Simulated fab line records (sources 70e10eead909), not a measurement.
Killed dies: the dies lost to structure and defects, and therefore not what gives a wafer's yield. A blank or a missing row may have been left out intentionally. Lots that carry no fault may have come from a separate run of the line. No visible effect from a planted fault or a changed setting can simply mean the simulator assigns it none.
What tool caused it?	flow nand_harc	12 lots with 36 wafers sampled at 6 steps, on a route of 1159 steps

## WHAT THE GAUGES READ, wafer by wafer
NHARC_A_M0_INSPECT_27.
lot	measured	on	raw_defect_count
L213	day 17 18:49	defect_inspect-01	434 331 463
L215	day 18 01:07	defect_inspect-01	276 359 413
L218	day 19 06:55	defect_inspect-01	333 431 706
L221	day 19 12:01	defect_inspect-02	471 808 386
L219	day 19 16:37	defect_inspect-01	313 415 317
L226	day 21 05:18	defect_inspect-01	349 363 433
L230	day 22 00:05	defect_inspect-02	840 476 789
L231	day 22 03:49	defect_inspect-02	446 301 430
L232	day 22 04:07	defect_inspect-01	451 1151 664
L235	day 22 13:56	defect_inspect-01	300 410 361
L234	day 23 01:21	defect_inspect-02	411 453 510
L233	day 23 12:35	defect_inspect-01	570 556 568

NHARC_A_M1_OVL_MEAS_10: pitch 240 nm.
lot	measured	on	overlay_x_nm (nm)	overlay_y_nm (nm)
L213	day 17 20:49	overlay-01	-0.4 -0.3 -0.7	-1.3 -0.4 -1.1
L215	day 18 02:35	overlay-02	-0.9 -0.1 -0.7	-0.2 0.0 0.6
L218	day 19 08:16	overlay-02	0.5 0.4 0.6	-0.3 -1.0 -0.4
L221	day 19 13:28	overlay-01	-1.0 -0.2 -0.5	0.0 0.1 0.3
L219	day 19 18:08	overlay-01	-0.7 -0.9 -0.9	-0.9 -0.7 -0.4
L226	day 21 06:38	overlay-01	0.1 0.7 0.9	1.0 1.1 0.6
L230	day 22 01:33	overlay-02	-0.2 0.0 -0.2	0.2 0.8 0.7
L231	day 22 05:19	overlay-01	-0.9 -1.3 -1.2	0.4 0.9 0.5
L232	day 22 05:36	overlay-01	0.3 0.1 0.2	0.4 0.8 0.6
L235	day 22 15:35	overlay-02	-1.5 -1.7 -1.9	0.4 0.2 0.1
L234	day 23 02:43	overlay-01	-0.1 0.5 -0.1	-0.3 -0.2 0.1
L233	day 23 13:57	overlay-01	-0.8 -0.1 -0.2	1.2 0.9 1.0

NHARC_A_M1_INSPECT_27.
lot	measured	on	raw_defect_count
L213	day 17 23:31	defect_inspect-01	619 762 726
L215	day 18 05:20	defect_inspect-02	362 401 373
L218	day 19 10:58	defect_inspect-01	1671 1738 1614 1645 1731 1615
L221	day 19 16:11	defect_inspect-01	1845 2197 1781 1872 2166 1807
L219	day 19 21:17	defect_inspect-01	461 287 411
L226	day 21 09:18	defect_inspect-01	568 459 620
L230	day 22 04:26	defect_inspect-02	557 559 362
L231	day 22 08:01	defect_inspect-01	463 422 458
L232	day 22 08:20	defect_inspect-01	476 513 446
L235	day 22 18:17	defect_inspect-01	481 393 365
L234	day 23 05:24	defect_inspect-01	302 226 291
L233	day 23 16:38	defect_inspect-01	468 406 379

NHARC_END_SORT_01.
lot	measured	on	defect_limited_yield (%)	killed_at_array	killed_at_other	killed_at_periphery	killed_dies	killed_open	killed_short	sort_bin_2_pct (%)	sort_bin_3_pct (%)	sort_bin_4_pct (%)	sort_n_pass	sort_rim_yield_pct (%)	sort_yield_pct (%)
L215	day 21 06:43	prober-02	97.2 97.0 97.8	15 15 11	0 0 0	4 5 4	19 20 15	2 4 2	2 1 1	1.5 0.7 0	0.15 0.30 0.15	1.2 1.9 2.1	658 657 662	97.2 99.1 98.1	97.2 97.0 97.8
L218	day 21 06:43	prober-01	14.5 16.1 16.8	576 566 563	2 1 0	1 1 0	579 568 563	1 2 1	1 2 0	40.8 37.7 36.5	8.27 8.12 7.98	36.5 38.1 38.7	98 109 114	14.2 14.2 25.5	14.5 16.1 16.8
L221	day 21 22:17	prober-02	17.0 16.1 16.7	559 566 559	1 0 0	2 2 5	562 568 564	3 2 3	0 0 2	33.5 35.7 36.3	9.75 7.83 8.12	39.7 40.3 38.8	115 109 113	10.4 14.2 15.1	17.0 16.1 16.7
L226	day 22 21:02	prober-02	97.2 94.8 96.3	15 32 22	0 0 1	4 3 2	19 35 25	2 5 3	1 5 1	0.3 2.4 1.6	0.15 0.30 0.15	2.4 2.5 1.9	658 642 652	92.5 97.2 92.5	97.2 94.8 96.3
L230	day 23 12:02	prober-02	94.5 95.3 97.2	25 20 7	4 1 4	8 11 8	37 32 19	9 2 2	1 0 2	2.7 1.0 1.0	0.15 0.30 0.30	2.7 3.4 1.5	640 645 658	95.3 96.2 99.1	94.5 95.3 97.2
L231	day 23 19:44	prober-02	92.0 92.8 92.0	46 38 44	2 4 4	6 7 6	54 49 54	4 2 5	5 4 1	2.7 1.8 2.8	0.30 0.59 0.44	5.0 4.9 4.7	623 628 623	91.5 90.6 91.5	92.0 92.8 92.0
L232	day 23 19:52	prober-01	93.2 94.8 94.2	41 33 36	2 1 2	3 1 1	46 35 39	2 1 0	2 2 2	1.9 1.9 2.1	0.89 0 0.30	4.0 3.2 3.4	631 642 638	96.2 98.1 96.2	93.2 94.8 94.2

## WHICH TOOL RAN EACH LOT (tool, then ch and the chambers of the sampled wafers, then the start)
lot	NHARC_A_M0_PRE_CLEAN_31	NHARC_A_M1_CMP_23
L213	pecvd-03 ch 0,1,2, day 17 18:53	cmp-04 ch 0,1,3, day 17 23:02
L215	pecvd-02 ch 0,1, day 18 01:11	cmp-03 ch 1,3, day 18 04:47
L218	pecvd-01 ch 0,1, day 19 06:59	cmp-03 ch 2,3, day 19 10:31
L221	pecvd-01 ch 1,2, day 19 12:07	cmp-03 ch 0,2,3, day 19 15:43
L219	pecvd-02 ch 0,1, day 19 16:52	cmp-04 ch 1,3, day 19 20:50
L226	pecvd-02 ch 1,2, day 21 05:23	cmp-04 ch 0,2,3, day 21 08:55
L230	pecvd-03 ch 0,1,2, day 22 00:16	cmp-03 ch 1,2,3, day 22 03:58
L231	pecvd-03 ch 0,1,2, day 22 03:53	cmp-02 ch 1,2,3, day 22 07:32
L232	pecvd-02 ch 0,1,2, day 22 04:11	cmp-03 ch 0,2,3, day 22 07:52
L235	pecvd-01 ch 0,2, day 22 14:01	cmp-03 ch 0,1,3, day 22 17:49
L234	pecvd-03 ch 0,1,2, day 23 01:26	cmp-03 ch 0,1, day 23 04:56
L233	pecvd-01 ch 0,1,2, day 23 12:40	cmp-03 ch 1,2, day 23 16:10
- NHARC_A_M0_PRE_CLEAN_31: time 12 s.
- NHARC_A_M1_CMP_23: polishes, t overpolish 20 s, target thk 154.34 nm.

## WHAT THE TOOLS THEMSELVES READ (means of the sampled wafers that have a number; where no wafer has one, the mark that the record gives instead)
NHARC_A_M0_PRE_CLEAN_31.
lot	tool	heater_power_w (W)	susceptor_temp_C (C)
L213	pecvd-03	648	369.99
L215	pecvd-02	510	370.04
L218	pecvd-01	542	370.03
L221	pecvd-01	692	370.28
L219	pecvd-02	500	369.90
L226	pecvd-02	603	370.13
L230	pecvd-03	657	370.17
L231	pecvd-03	663	370.22
L232	pecvd-02	534	369.93
L235	pecvd-01	581	369.91
L234	pecvd-03	638	369.98
L233	pecvd-01	629	369.95

NHARC_A_M1_CMP_23.
lot	tool	motor_current_A (A)	slurry_filter_dp_kPa (kPa)	time_to_endpoint_s (s)
L213	cmp-04	10.9	13.53	24.7
L215	cmp-03	12.0	13.54	28.4
L218	cmp-03	12.7	13.54	31.2
L221	cmp-03	11.9	13.45	28.8
L219	cmp-04	10.5	13.37	29.0
L226	cmp-04	11.8	13.44	29.1
L230	cmp-03	12.6	13.49	29.9
L231	cmp-02	12.5	13.62	26.8
L232	cmp-03	11.8	13.54	25.6
L235	cmp-03	12.1	13.33	28.4
L234	cmp-03	11.3	13.38	26.5
L233	cmp-03	13.0	13.55	25.9

## THE ANSWER, worked out from the rows above alone
Rule: usual is defined by the lots themselves. Put in order of their means at a reading, lots are off if they are a third of the lots or fewer, leave a main group of 4 or more, and stand apart from it by a gap of 3 or more times the standard deviation of the main group's means; of several such gaps the widest counts. If all means in a main group match to the digits the tables above print for the reading, that group is not used. A lot without any number at a reading at which 4 lots or more have one is off too. The other lots that the step has rows for count as sound. First the gauges in route order, then the tools' own readings, where a lot's mean is used as printed above. The first step at which some lot is off is used, and at that step the reading that is off furthest; a lot without a number counts as furthest.
Off: L218, L221 (NHARC_A_M1_INSPECT_27, raw_defect_count). For the main group the mean is 454 and the standard deviation 1.1e+02.
If a tool, at a process step before that reading, ran all the lots that are off and no sound lot after the first of them, it fits. The gauges at NHARC_A_M1_INSPECT_27 aren't tried: what is off there is off at NHARC_END_SORT_01 too, on other tools, and a gauge's error can't cause that. Of those tried, none fits.

## WHAT THE SIMULATOR PUT IN
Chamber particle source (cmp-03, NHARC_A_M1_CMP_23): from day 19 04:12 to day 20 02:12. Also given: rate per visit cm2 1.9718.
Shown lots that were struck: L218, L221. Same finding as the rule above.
